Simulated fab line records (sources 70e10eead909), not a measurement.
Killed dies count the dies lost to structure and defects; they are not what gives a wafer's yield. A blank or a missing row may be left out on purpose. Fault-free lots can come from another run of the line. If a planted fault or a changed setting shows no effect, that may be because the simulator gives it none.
A struck lot beside a sound one -- flow nand harc -- 15 out of 1159 route steps
Sound: the wafers L199.2, L199.4, L199.6. Struck: wafer L205.5 (L205.1, L205.6, from the same lot, were not struck and are left out); the cause is given at the end.
For every step that has rows: the tool of each side, followed by ch and its chambers, followed by its first start. Under that, the readings that differ: sound wafers -- struck wafers -- difference of the means -- sigmas: that difference in standard deviations of wafers without a fault.
alike: words and numbers the same on both sides, and readings whose means are apart by under 2 such deviations; not compared: readings that were withheld, readings missing a value for some wafer, numbers with overlapping values and no deviation given by the record, and bounds like >300 which may hide the same value.
The two part at a step that has a row with sigmas, a row that says differs or no value, or rows on one side only. Numbers that don't overlap but have no deviation are shown without sigmas and don't part them. A reading missing from all wafers of one side parts the sides only when that side holds two or more wafers.

first, 1 step without rows for these wafers: NHARC_A_ONON_D1_DEP_12 (target thk 1000 nm).
NHARC_A_ONON_D1_THK_MEAS_14: measures by ellipsometry.
  sound on film metro-02 at day 8 16:33; struck on film metro-02 at day 9 20:42
  alike: thk nm
then, 2 steps without rows for these wafers: NHARC_A_ONON_D1_ANNEAL_15 (time 3600 s); NHARC_A_ONON_D1_DEP_16 (target thk 1000 nm).
NHARC_A_ONON_D1_THK_MEAS_18: measures by ellipsometry.
  sound on film metro-01 at day 8 23:40; struck on film metro-02 at day 10 06:59
  alike: thk nm
next comes 1 step that has no rows for these wafers: NHARC_A_ONON_D1_DEP_19 (target thickness 1000 nm).
NHARC_A_ONON_D1_THK_MEAS_21: measures by ellipsometry.
  sound on film metro-01 at day 9 00:14; struck on film metro-01 at day 10 07:32
  alike: thk nm
next comes 1 step that has no rows for these wafers: NHARC_A_ONON_D1_DEP_22 (target thickness 1000 nm).
NHARC_A_ONON_D1_THK_MEAS_24: measures by ellipsometry.
  sound on film metro-02 at day 9 00:48; struck on film metro-01 at day 10 08:07
reading,sound,struck,difference,sigmas
thk nm (nm),987 989 986,1012,+25,+2
next comes 1 step that has no rows for these wafers: NHARC_A_ONON_D1_DEP_25 (target thickness 1000 nm).
NHARC_A_ONON_D1_THK_MEAS_27: measures by ellipsometry.
  sound on film metro-02 at day 9 01:23; struck on film metro-02 at day 10 08:40
  alike: thk nm
NHARC_A_ONON_D1_DEP_28: target thk 1000 nm.
  sound on pecvd onon-02 ch 0, day 9 01:29; struck on pecvd onon-02 ch 0, day 10 08:44
  alike: n2 flow sccm
NHARC_A_ONON_D1_THK_MEAS_30: measures by ellipsometry.
  sound on film metro-01 at day 9 01:56; struck on film metro-01 at day 10 09:14
reading,sound,struck,difference,sigmas
thk nm (nm),1000 999 997,671,-328,-33
NHARC_A_ONON_D1_DEP_33: deposits SiO2, target thk 200 nm.
  sound on pecvd-01 ch 0,2, day 9 02:02; struck on pecvd-01 ch 1, day 10 09:21
  alike: heater power outer w, heater power w, throttle valve pct
-- break in the record here, with 11 days between the starts of the struck wafers on either side (left off in module A_ONON_D1, picked up again in module END, where the first step shown is number 1159 on the route) --
NHARC_END_SORT_01:
  the record has rows for the struck wafers here (prober-02 ch 0, day 21 16:07) and none for the sound ones

WHERE THEY PART
Last at NHARC_END_SORT_01 as far as this record goes, first at NHARC_A_ONON_D1_THK_MEAS_24.

WHY: what the simulator had put in
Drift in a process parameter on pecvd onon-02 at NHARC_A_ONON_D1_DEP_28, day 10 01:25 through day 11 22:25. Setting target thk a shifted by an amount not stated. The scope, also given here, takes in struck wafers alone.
